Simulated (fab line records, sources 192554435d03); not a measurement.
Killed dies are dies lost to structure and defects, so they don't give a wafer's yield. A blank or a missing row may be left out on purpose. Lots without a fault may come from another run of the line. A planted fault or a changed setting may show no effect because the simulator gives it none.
Which tool did it? | flow n5_finfet | 11 lots, 32 wafers sampled, at 4 steps of a route of 1938

WHAT THE GAUGES READ, wafer by wafer
N5_PASSIVATION_CD_MEAS_44: target cd 40000 nm. Usual: cd_nm 40001 nm, standard deviation 3.6.
lot  | measured     | on        | cd_nm (nm)        | flag
L147 | day 11 22:12 | cd_sem-03 | 40001 40003 39996 |
L148 | day 12 09:40 | cd_sem-01 | 39999 40002 40000 |
L150 | day 13 04:08 | cd_sem-03 | 40000 39997 40003 |
L155 | day 14 14:52 | cd_sem-02 | 40005 39999 39999 |
L161 | day 15 17:28 | cd_sem-02 | 40000 40000 40003 |
L162 | day 16 10:29 | cd_sem-01 | 39996 40001 39999 |
L163 | day 16 17:29 | cd_sem-02 | 40001 40000 40004 |
L169 | day 17 20:11 | cd_sem-03 | 39995 39998 40001 |
L167 | day 18 13:15 | cd_sem-01 | 39996 40000 40003 |
L168 | day 18 13:32 | cd_sem-03 | 40002 40004       |
L170 | day 19 03:50 | cd_sem-01 | 40002 40004 40003 |

WHICH TOOL RAN EACH LOT (tool, then ch and the chambers of the sampled wafers, then the start)
lot  | N5_PASSIVATION_PECVD_01         | N5_PASSIVATION_AL_ETCH_33         | N5_PASSIVATION_PECVD_35
L147 | pecvd-04 ch 0,1,2, day 11 16:50 | rie_metal-03 ch 1, day 11 20:18   | pecvd-01 ch 0,1,2, day 11 21:41
L148 | pecvd-03 ch 1,2, day 12 05:03   | rie_metal-03 ch 1, day 12 07:35   | pecvd-04 ch 0,2, day 12 09:14
L150 | pecvd-03 ch 0,1,2, day 12 20:38 | rie_metal-01 ch 0,1, day 13 02:26 | pecvd-02 ch 0,2, day 13 03:34
L155 | pecvd-03 ch 0,1,2, day 14 03:13 | rie_metal-02 ch 0,1, day 14 13:10 | pecvd-01 ch 0,1,2, day 14 14:19
L161 | pecvd-04 ch 0,1, day 15 13:14   | rie_metal-02 ch 0,1, day 15 15:48 | pecvd-04 ch 0,1, day 15 16:55
L162 | pecvd-04 ch 0,1,2, day 16 04:11 | rie_metal-02 ch 0,1, day 16 08:56 | pecvd-04 ch 0,2, day 16 09:55
L163 | pecvd-04 ch 0,2, day 16 10:41   | rie_metal-01 ch 0,1, day 16 15:48 | pecvd-02 ch 0,1,2, day 16 16:56
L169 | pecvd-03 ch 0,1,2, day 17 14:37 | rie_metal-03 ch 0,1, day 17 18:31 | pecvd-01 ch 0,2, day 17 19:42
L167 | pecvd-04 ch 0,1,2, day 18 04:12 | rie_metal-01 ch 0,1, day 18 11:32 | pecvd-01 ch 0,1,2, day 18 12:41
L168 | pecvd-03 ch 1,2, day 18 05:51   | rie_metal-03 ch 1, day 18 11:46   | pecvd-04 ch 1,2, day 18 13:05
L170 | pecvd-02 ch 0,1,2, day 18 23:53 | rie_metal-02 ch 0,1, day 19 02:14 | pecvd-04 ch 0,1, day 19 03:25
- N5_PASSIVATION_PECVD_01: deposits SiNx from SiH4/NH3/N2, target thk 200 nm, time 43.2 s.
- N5_PASSIVATION_AL_ETCH_33: etches Al in Cl2/BCl3, stops on TaN, target depth 2800 nm, time 466.7 s.
- N5_PASSIVATION_PECVD_35: deposits SiNx from SiH4/NH3/N2, target thk 700 nm, time 151.3 s.

WHAT THE TOOLS THEMSELVES READ (means of the sampled wafers that have a number; where no wafer has one, the mark that the record gives instead)
N5_PASSIVATION_PECVD_01. Usual: chamber_pressure_Torr 4.901 Torr, standard deviation 0.01; heater_power_outer_w 130 W, standard deviation 47; heater_power_w 330 W, standard deviation 76; showerhead_plenum_p_Torr 8.68 Torr, standard deviation 0.068; susceptor_temp_C 400.00 C, standard deviation 0.23; throttle_valve_pct 29.4 %, standard deviation 1.4.
lot  | tool     | chamber_pressure_Torr (Torr) | heater_power_outer_w (W) | heater_power_w (W) | showerhead_plenum_p_Torr (Torr) | susceptor_temp_C (C) | throttle_valve_pct (%) | flag
L147 | pecvd-04 | 4.904                        | 110                      | 304                | 8.70                            | 400.25               | 29.2                   |
L148 | pecvd-03 | 4.898                        | 131                      | 338                | 8.63                            | 399.95               | 29.9                   |
L150 | pecvd-03 | 4.901                        | 139                      | 349                | 8.67                            | 400.16               | 29.7                   |
L155 | pecvd-03 | 4.900                        | 168                      | 386                | 8.67                            | 399.99               | 29.8                   |
L161 | pecvd-04 | 4.904                        | 112                      | 334                | 8.77                            | 400.01               | 30.2                   |
L162 | pecvd-04 | 4.897                        | 115                      | 314                | 8.71                            | 399.82               | 29.5                   |
L163 | pecvd-04 | 4.900                        | 101                      | 274                | 8.67                            | 399.89               | 28.8                   |
L169 | pecvd-03 | 4.908                        | 154                      | 366                | 8.67                            | 400.09               | 29.8                   |
L167 | pecvd-04 | 4.907                        | 122                      | 315                | 8.70                            | 400.15               | 29.3                   |
L168 | pecvd-03 | 4.888                        | 130                      | 338                | 8.65                            | 399.90               | 29.4                   |
L170 | pecvd-02 | 4.916                        | 144                      | 327                | 8.62                            | 400.15               | 29.1                   |

N5_PASSIVATION_AL_ETCH_33. Usual: drypump_motor_current_A 5.5 A, standard deviation 0.42; he_backside_leak_sccm 3.29 sccm, standard deviation 0.28; oes_product_au 0.73 a.u., standard deviation 0.067; throttle_valve_pct 34.4 %, standard deviation 0.46.
lot  | tool         | drypump_motor_current_A (A) | he_backside_leak_sccm (sccm) | oes_product_au (a.u.) | throttle_valve_pct (%) | flag
L147 | rie_metal-03 | 5.3                         | 3.15                         | 0.66                  | 34.6                   |
L148 | rie_metal-03 | 5.3                         | 3.14                         | 0.66                  | 34.7                   |
L150 | rie_metal-01 | 5.1                         | 3.25                         | 0.77                  | 34.2                   |
L155 | rie_metal-02 | 6.1                         | 3.20                         | 0.81                  | 34.4                   |
L161 | rie_metal-02 | 6.1                         | 3.36                         | 0.79                  | 34.4                   |
L162 | rie_metal-02 | 6.0                         | 3.41                         | 0.75                  | 34.1                   |
L163 | rie_metal-01 | 5.1                         | 3.08                         | 0.74                  | 34.2                   |
L169 | rie_metal-03 | 5.5                         | 3.28                         | 0.71                  | 34.8                   |
L167 | rie_metal-01 | 5.1                         | 3.26                         | 0.67                  | 34.1                   |
L168 | rie_metal-03 | 5.3                         | 3.22                         | 0.63                  | 34.7                   |
L170 | rie_metal-02 | 6.1                         | 3.29                         | 0.77                  | 34.4                   |

N5_PASSIVATION_PECVD_35. Usual: chamber_pressure_Torr 4.900 Torr, standard deviation 0.011; heater_power_outer_w 148 W, standard deviation 66; heater_power_w 352 W, standard deviation 91; showerhead_plenum_p_Torr 8.69 Torr, standard deviation 0.07; susceptor_temp_C 399.97 C, standard deviation 0.22; throttle_valve_pct 28.9 %, standard deviation 1.2.
lot  | tool     | chamber_pressure_Torr (Torr) | heater_power_outer_w (W) | heater_power_w (W) | showerhead_plenum_p_Torr (Torr) | susceptor_temp_C (C) | throttle_valve_pct (%) | flag
L147 | pecvd-01 | 4.904                        | 185                      | 413                | 8.73                            | 399.93               | 28.3                   |
L148 | pecvd-04 | 4.891                        | 109                      | 305                | 8.73                            | 399.99               | 29.5                   |
L150 | pecvd-02 | 4.904                        | 163                      | 355                | 8.62                            | 399.78               | 29.5                   |
L155 | pecvd-01 | 4.907                        | 193                      | 413                | 8.72                            | 400.14               | 28.4                   |
L161 | pecvd-04 | -                            | -                        | -                  | -                               | -                    | -                      | OFF
L162 | pecvd-04 | -                            | -                        | -                  | -                               | -                    | -                      | OFF
L163 | pecvd-02 | -                            | -                        | -                  | -                               | -                    | -                      | OFF
L169 | pecvd-01 | 4.906                        | 201                      | 415                | 8.72                            | 399.79               | 28.3                   |
L167 | pecvd-01 | 4.907                        | 216                      | 450                | 8.72                            | 399.82               | 27.7                   |
L168 | pecvd-04 | 4.904                        | 82                       | 252                | 8.66                            | 400.04               | 28.8                   |
L170 | pecvd-04 | 4.898                        | 126                      | 351                | 8.77                            | 399.73               | 30.2                   |

THE ANSWER, worked out from the rows above alone
Rule: a lot is off if the mean of its wafers that have a number lies more than 3 standard deviations from the usual mean. A lot without any number at a reading at which 4 lots or more have one is off too. The other lots that the step has rows for count as sound. The gauges are gone through in route order, then the tools' own readings, and for those a lot's mean is taken as printed above. The first step at which some lot is off is used, and at that step the reading that is off furthest; a lot without a number counts as furthest.
Off: L161, L162, L163, at N5_PASSIVATION_PECVD_35 (chamber_pressure_Torr). Without a number there: L161, L162, L163.
A tool fits if, at that step or a process step before it, it ran every lot that is off, and no sound lot after the first of them. None of those tried fits.

WHAT THE SIMULATOR HAD PUT IN
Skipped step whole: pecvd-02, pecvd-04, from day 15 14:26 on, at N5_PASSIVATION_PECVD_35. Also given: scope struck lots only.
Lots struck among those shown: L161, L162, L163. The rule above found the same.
